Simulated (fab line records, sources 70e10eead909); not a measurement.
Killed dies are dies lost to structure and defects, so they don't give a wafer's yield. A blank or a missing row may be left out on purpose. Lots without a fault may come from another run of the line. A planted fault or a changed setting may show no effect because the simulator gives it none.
Which tool did it? | flow nand_harc | 11 lots, 33 wafers sampled, at 6 steps of a route of 1159

WHAT THE GAUGES READ, wafer by wafer
NHARC_A_CHANNEL_HOLE_D1_INSPECT_40. Usual: raw_defect_count 61, standard deviation 18.
lot  | measured     | on                | raw_defect_count | flag
L798 | day 8 21:44  | defect_inspect-01 | 38 71 49         |
L797 | day 8 22:10  | defect_inspect-02 | 64 57 93         |
L799 | day 9 01:54  | defect_inspect-02 | 35 51 40         |
L804 | day 10 07:10 | defect_inspect-01 | 70 52 55         |
L803 | day 10 11:22 | defect_inspect-01 | 45 34 60         |
L805 | day 10 16:18 | defect_inspect-02 | 105 75 83        |
L809 | day 12 03:14 | defect_inspect-02 | 52 62 51         |
L812 | day 12 10:35 | defect_inspect-02 | 53 59 80         |
L811 | day 12 11:44 | defect_inspect-02 | 335 291 345      | OFF
L813 | day 12 19:35 | defect_inspect-02 | 307 341 314      | OFF
L817 | day 13 09:51 | defect_inspect-02 | 343 344 296      | OFF

NHARC_END_SORT_01. Usual: killed_at_array 28, standard deviation 9.1; killed_at_other 0.6, standard deviation 0.87; killed_at_periphery 3.4, standard deviation 2.7; killed_dies 32, standard deviation 9; killed_open 3.2, standard deviation 1.9; killed_short 2.0, standard deviation 1.3.
lot  | measured     | on        | killed_at_array | killed_at_other | killed_at_periphery | killed_dies | killed_open | killed_short | flag
L809 | day 24 21:59 | prober-02 | 29 37 35        | 1 2 2           | 7 5 5               | 37 44 42    | 8 1 2       | 5 4 5        |
L812 | day 23 22:34 | prober-02 | 37 40 39        | 0 0 0           | 2 0 7               | 39 40 46    | 4 1 7       | 3 0 0        |
L811 | day 24 05:35 | prober-02 | 81 65 54        | 1 2 3           | 6 8 10              | 88 75 67    | 3 1 2       | 2 3 2        | OFF
L813 | day 25 11:58 | prober-02 | 86 68 57        | 1 0 0           | 2 5 4               | 89 73 61    | 5 2 2       | 4 3 4        | OFF
L817 | day 25 19:16 | prober-01 | 72 63 58        | 1 1 0           | 2 1 4               | 75 65 62    | 2 5 3       | 2 2 3        | OFF

WHICH TOOL RAN EACH LOT (tool, then ch and the chambers of the sampled wafers, then the start)
lot  | NHARC_A_CHANNEL_HOLE_D1_ETCH_38    | NHARC_A_CHANNEL_HOLE_D1_ETCH_16               | NHARC_A_CHANNEL_HOLE_D1_ETCH_22  | NHARC_A_CHANNEL_HOLE_D1_ETCH_23
L798 | rie_diel-03 ch 0,1,3, day 8 14:55  | rie_diel-03 ch 0,1,3, day 8 16:55 or earlier  | har_etch-02 ch 0,1, day 8 16:55  | har_etch-02 ch 0,1, day 8 17:29
L797 | rie_diel-12 ch 0,2, day 8 15:18    | rie_diel-12 ch 0,1, day 8 17:27 or earlier    | har_etch-01 ch 0,1, day 8 17:27  | har_etch-01 ch 0,1, day 8 18:04
L799 | rie_diel-08 ch 1,2,3, day 8 15:48  | rie_diel-08 ch 0,2,3, day 8 21:04 or earlier  | har_etch-02 ch 0,1, day 8 21:04  | har_etch-02 ch 0,1, day 8 21:38
L804 | rie_diel-08 ch 0,1,3, day 10 00:17 | rie_diel-08 ch 1,2,3, day 10 02:18 or earlier | har_etch-02 ch 0,1, day 10 02:18 | har_etch-02 ch 0,1, day 10 02:52
L803 | rie_diel-12 ch 0,2, day 10 01:07   | rie_diel-12 ch 0,1,2, day 10 06:41 or earlier | har_etch-02 ch 0,1, day 10 06:41 | har_etch-02 ch 0,1, day 10 07:17
L805 | rie_diel-08 ch 1,2,3, day 10 09:31 | rie_diel-08 ch 0,2,3, day 10 11:40 or earlier | har_etch-01 ch 0,1, day 10 11:40 | har_etch-01 ch 0,1, day 10 12:16
L809 | rie_diel-03 ch 0,1,3, day 11 20:24 | rie_diel-03 ch 2,3, day 11 22:33 or earlier   | har_etch-02 ch 0,1, day 11 22:33 | har_etch-02 ch 0,1, day 11 23:10
L812 | rie_diel-03 ch 0,2, day 12 03:46   | rie_diel-03 ch 1,3, day 12 05:55 or earlier   | har_etch-01 ch 0,1, day 12 05:55 | har_etch-01 ch 0,1, day 12 06:32
L811 | rie_diel-12 ch 0,2,3, day 12 04:44 | rie_diel-12 ch 0,2,3, day 12 06:59 or earlier | har_etch-02 ch 0,1, day 12 06:59 | har_etch-02 ch 0,1, day 12 07:34
L813 | rie_diel-08 ch 0,1, day 12 12:41   | rie_diel-08 ch 1,2, day 12 14:46 or earlier   | har_etch-02 ch 0,1, day 12 14:46 | har_etch-02 ch 0,1, day 12 15:19
L817 | rie_diel-12 ch 1,2,3, day 13 03:03 | rie_diel-12 ch 0,1, day 13 05:00 or earlier   | har_etch-02 ch 0,1, day 13 05:00 | har_etch-02 ch 0,1, day 13 05:34
- NHARC_A_CHANNEL_HOLE_D1_ETCH_38: etches the open film in CF4, target depth 39 nm, time 65 s.
- NHARC_A_CHANNEL_HOLE_D1_ETCH_16: etches the open film in O2/COS, target depth 3100 nm, time 806 s.
- NHARC_A_CHANNEL_HOLE_D1_ETCH_22: etches the open film in C4F8/O2/Ar, time 666.7 s, target depth 1600 nm.
- NHARC_A_CHANNEL_HOLE_D1_ETCH_23: etches the open film in C4F8/O2/Ar, time 819 s, target depth 1600 nm.

WHAT THE TOOLS THEMSELVES READ (means of the sampled wafers that have a number; where no wafer has one, the mark that the record gives instead)
NHARC_A_CHANNEL_HOLE_D1_ETCH_38. Usual: drypump_motor_current_A 5.8 A, standard deviation 0.4; oes_product_au 1.002 a.u., standard deviation 0.01; rf_vpp_V 151.2 V, standard deviation 1.2; showerhead_plenum_p_Torr 1.76 Torr, standard deviation 0.07; throttle_valve_pct 13.284 %, standard deviation 0.0091.
lot  | tool        | drypump_motor_current_A (A) | oes_product_au (a.u.) | rf_vpp_V (V) | showerhead_plenum_p_Torr (Torr) | throttle_valve_pct (%) | flag
L798 | rie_diel-03 | 5.6                         | 0.999                 | 151.1        | 1.74                            | 13.280                 |
L797 | rie_diel-12 | 6.1                         | 0.988                 | 150.6        | 1.76                            | 13.281                 |
L799 | rie_diel-08 | 5.8                         | 1.000                 | 150.4        | 1.74                            | 13.279                 |
L804 | rie_diel-08 | 5.8                         | 0.999                 | 151.1        | 1.76                            | 13.278                 |
L803 | rie_diel-12 | 6.3                         | 1.005                 | 150.7        | 1.72                            | 13.280                 |
L805 | rie_diel-08 | 5.8                         | 1.010                 | 151.7        | 1.74                            | 13.279                 |
L809 | rie_diel-03 | 5.6                         | 0.996                 | 152.2        | 1.74                            | 13.281                 |
L812 | rie_diel-03 | 5.3                         | 1.000                 | 152.2        | 1.80                            | 13.284                 |
L811 | rie_diel-12 | 6.2                         | 0.990                 | 151.1        | 1.72                            | 13.281                 |
L813 | rie_diel-08 | 5.6                         | 0.999                 | 151.6        | 1.79                            | 13.278                 |
L817 | rie_diel-12 | 6.0                         | 1.009                 | 151.2        | 1.77                            | 13.289                 |

NHARC_A_CHANNEL_HOLE_D1_ETCH_16. Usual: drypump_motor_current_A 5.8 A, standard deviation 0.41; oes_product_au 1.001 a.u., standard deviation 0.009; rf_vpp_V 313.7 V, standard deviation 2; showerhead_plenum_p_Torr 3.10 Torr, standard deviation 0.12; throttle_valve_pct 28.330 %, standard deviation 0.0093.
lot  | tool        | drypump_motor_current_A (A) | oes_product_au (a.u.) | rf_vpp_V (V) | showerhead_plenum_p_Torr (Torr) | throttle_valve_pct (%) | flag
L798 | rie_diel-03 | 5.6                         | 0.999                 | 313.3        | 3.07                            | 28.328                 |
L797 | rie_diel-12 | 6.1                         | 1.006                 | 315.2        | 3.17                            | 28.334                 |
L799 | rie_diel-08 | 5.9                         | 1.002                 | 313.6        | 3.13                            | 28.324                 |
L804 | rie_diel-08 | 5.8                         | 1.001                 | 313.7        | 3.07                            | 28.330                 |
L803 | rie_diel-12 | 6.1                         | 0.996                 | 313.5        | 3.14                            | 28.330                 |
L805 | rie_diel-08 | 5.9                         | 1.004                 | 314.3        | 3.13                            | 28.325                 |
L809 | rie_diel-03 | 5.5                         | 1.004                 | 316.3        | 3.27                            | 28.330                 |
L812 | rie_diel-03 | 5.9                         | 1.009                 | 312.7        | 3.03                            | 28.329                 |
L811 | rie_diel-12 | 6.2                         | 0.999                 | 313.2        | 3.03                            | 28.328                 |
L813 | rie_diel-08 | 5.4                         | 0.999                 | 312.9        | 3.06                            | 28.339                 |
L817 | rie_diel-12 | 6.3                         | 1.011                 | 312.7        | 3.07                            | 28.324                 |

NHARC_A_CHANNEL_HOLE_D1_ETCH_22. Usual: drypump_motor_current_A 5.6 A, standard deviation 0.43; showerhead_plenum_p_Torr 3.73 Torr, standard deviation 0.1; throttle_valve_pct 32.155 %, standard deviation 0.0099.
lot  | tool        | drypump_motor_current_A (A) | showerhead_plenum_p_Torr (Torr) | throttle_valve_pct (%) | flag
L798 | har_etch-02 | 5.6                         | 3.72                            | 32.150                 |
L797 | har_etch-01 | 5.7                         | 3.77                            | 32.161                 |
L799 | har_etch-02 | 5.6                         | 3.72                            | 32.153                 |
L804 | har_etch-02 | 5.6                         | 3.71                            | 32.155                 |
L803 | har_etch-02 | 5.6                         | 3.71                            | 32.149                 |
L805 | har_etch-01 | 5.7                         | 3.76                            | 32.156                 |
L809 | har_etch-02 | 5.6                         | 3.70                            | 32.148                 |
L812 | har_etch-01 | 5.3                         | 3.70                            | 32.159                 |
L811 | har_etch-02 | 5.6                         | 3.69                            | 32.164                 |
L813 | har_etch-02 | 5.6                         | 3.69                            | 32.158                 |
L817 | har_etch-02 | 5.6                         | 3.69                            | 32.152                 |

NHARC_A_CHANNEL_HOLE_D1_ETCH_23. Usual: drypump_motor_current_A 5.6 A, standard deviation 0.43; showerhead_plenum_p_Torr 3.73 Torr, standard deviation 0.1; throttle_valve_pct 32.155 %, standard deviation 0.0096.
lot  | tool        | drypump_motor_current_A (A) | showerhead_plenum_p_Torr (Torr) | throttle_valve_pct (%) | flag
L798 | har_etch-02 | 5.6                         | 3.72                            | 32.155                 |
L797 | har_etch-01 | 5.6                         | 3.77                            | 32.153                 |
L799 | har_etch-02 | 5.6                         | 3.72                            | 32.158                 |
L804 | har_etch-02 | 5.6                         | 3.71                            | 32.156                 |
L803 | har_etch-02 | 5.6                         | 3.71                            | 32.159                 |
L805 | har_etch-01 | 5.6                         | 3.76                            | 32.151                 |
L809 | har_etch-02 | 5.6                         | 3.70                            | 32.163                 |
L812 | har_etch-01 | 5.3                         | 3.70                            | 32.155                 |
L811 | har_etch-02 | 5.6                         | 3.69                            | 32.149                 |
L813 | har_etch-02 | 5.6                         | 3.69                            | 32.149                 |
L817 | har_etch-02 | 5.6                         | 3.69                            | 32.155                 |

THE ANSWER, worked out from the rows above alone
Rule: a lot is off if the mean of its wafers that have a number lies more than 3 standard deviations from the usual mean. A lot without any number at a reading at which 4 lots or more have one is off too. The other lots that the step has rows for count as sound. The gauges are gone through in route order, then the tools' own readings, and for those a lot's mean is taken as printed above. The first step at which some lot is off is used, and at that step the reading that is off furthest; a lot without a number counts as furthest.
Off: L811, L813, L817, at NHARC_A_CHANNEL_HOLE_D1_INSPECT_40 (raw_defect_count).
A tool fits if, at a process step before that reading, it ran every lot that is off, and no sound lot after the first of them. The gauges at NHARC_A_CHANNEL_HOLE_D1_INSPECT_40 aren't tried: what is off there is off at NHARC_END_SORT_01 too, on other tools, and a gauge's error can't cause that. NHARC_A_CHANNEL_HOLE_D1_ETCH_16 gives no start for some lots, so the hours and the order of its lots are those of NHARC_A_CHANNEL_HOLE_D1_ETCH_22. One fits: har_etch-02 at NHARC_A_CHANNEL_HOLE_D1_ETCH_22 and NHARC_A_CHANNEL_HOLE_D1_ETCH_23. At NHARC_A_CHANNEL_HOLE_D1_ETCH_22 its last sound lot is L809 (day 11 22:33), its first lot that is off L811 (day 12 06:59): a fault that began between those two fits.

WHAT THE SIMULATOR HAD PUT IN
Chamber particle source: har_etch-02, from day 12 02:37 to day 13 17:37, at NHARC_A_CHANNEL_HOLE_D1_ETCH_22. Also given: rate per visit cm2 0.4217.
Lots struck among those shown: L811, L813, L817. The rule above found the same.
